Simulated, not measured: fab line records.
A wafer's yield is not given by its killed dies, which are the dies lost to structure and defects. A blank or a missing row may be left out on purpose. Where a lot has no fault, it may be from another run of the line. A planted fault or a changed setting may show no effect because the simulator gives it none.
Comparing a struck lot with a sound one ; flow nand-harc ; 14 out of 1302 route steps
Sound: the wafers L635.1, L635.4, L635.6. Struck: wafers L642.1, L642.2, L642.6. At the end, the cause is stated.
At each step with rows: each side's tool, then ch and its chambers, then its first start. Under that, the readings that differ: sound wafers ; struck wafers ; difference of the means ; sigmas: that difference in standard deviations of wafers without a fault.
alike: readings with means less than 2 such deviations apart, plus words and numbers identical on both sides. not compared: withheld readings, readings lacking a value on some wafer, bounds such as >300 that could conceal the same value, and numbers that have no deviation in the record and whose values overlap.
The two part at a step that has a row with sigmas, a row that says differs or no value, or rows on one side only. Non-overlapping numbers with no deviation appear without sigmas and do not part them. A reading that every wafer of one side lacks parts them only if that side has two wafers or more.

first, 1 step without rows for these wafers: NHARC_A_ONON_D1_DEP_09 (target thk 1000 nm).
NHARC_A_ONON_D1_THK_MEAS_11: measures by ellipsometry.
  sound on film-metro-02, day 11 17:07; struck on film-metro-01, day 14 14:14
  alike: thk-nm
then, 1 step without rows for these wafers: NHARC_A_ONON_D1_DEP_12 (target thk 1000 nm).
NHARC_A_ONON_D1_THK_MEAS_14: measures by ellipsometry.
  sound on film-metro-02, day 11 17:40; struck on film-metro-01, day 14 14:48
  alike: thk-nm
then, 2 steps without rows for these wafers: NHARC_A_ONON_D1_ANNEAL_15 (time 3600 s); NHARC_A_ONON_D1_DEP_16 (target thk 1000 nm).
NHARC_A_ONON_D1_THK_MEAS_18: measures by ellipsometry.
  sound on film-metro-01, day 12 01:25; struck on film-metro-01, day 14 22:37
  alike: thk-nm
then, 1 step without rows for these wafers: NHARC_A_ONON_D1_DEP_19 (target thk 1000 nm).
NHARC_A_ONON_D1_THK_MEAS_21: measures by ellipsometry.
  sound on film-metro-01, day 12 01:59; struck on film-metro-02, day 14 23:11
  alike: thk-nm
then, 1 step without rows for these wafers: NHARC_A_ONON_D1_DEP_22 (target thk 1000 nm).
NHARC_A_ONON_D1_THK_MEAS_24: measures by ellipsometry.
  sound on film-metro-01, day 12 02:33; struck on film-metro-01, day 14 23:45
  alike: thk-nm
NHARC_A_ONON_D1_DEP_25: target thk 1000 nm.
  sound on pecvd-onon-02 ch 0, day 12 02:37; struck on pecvd-onon-02 ch 0, day 14 23:49
NHARC_A_ONON_D1_THK_MEAS_27: measures by ellipsometry.
  sound on film-metro-01, day 12 03:07; struck on film-metro-01, day 15 00:29
reading;sound;struck;difference;sigmas
thk-nm (nm);1012 1012 1014;1545 1544 1544;+532;+56
  not compared: hold
then, 1 step without rows for these wafers: NHARC_END_SORT_01.

WHERE THEY PART
Only at NHARC_A_ONON_D1_THK_MEAS_27, within this record.

WHY: the cause the simulator had injected
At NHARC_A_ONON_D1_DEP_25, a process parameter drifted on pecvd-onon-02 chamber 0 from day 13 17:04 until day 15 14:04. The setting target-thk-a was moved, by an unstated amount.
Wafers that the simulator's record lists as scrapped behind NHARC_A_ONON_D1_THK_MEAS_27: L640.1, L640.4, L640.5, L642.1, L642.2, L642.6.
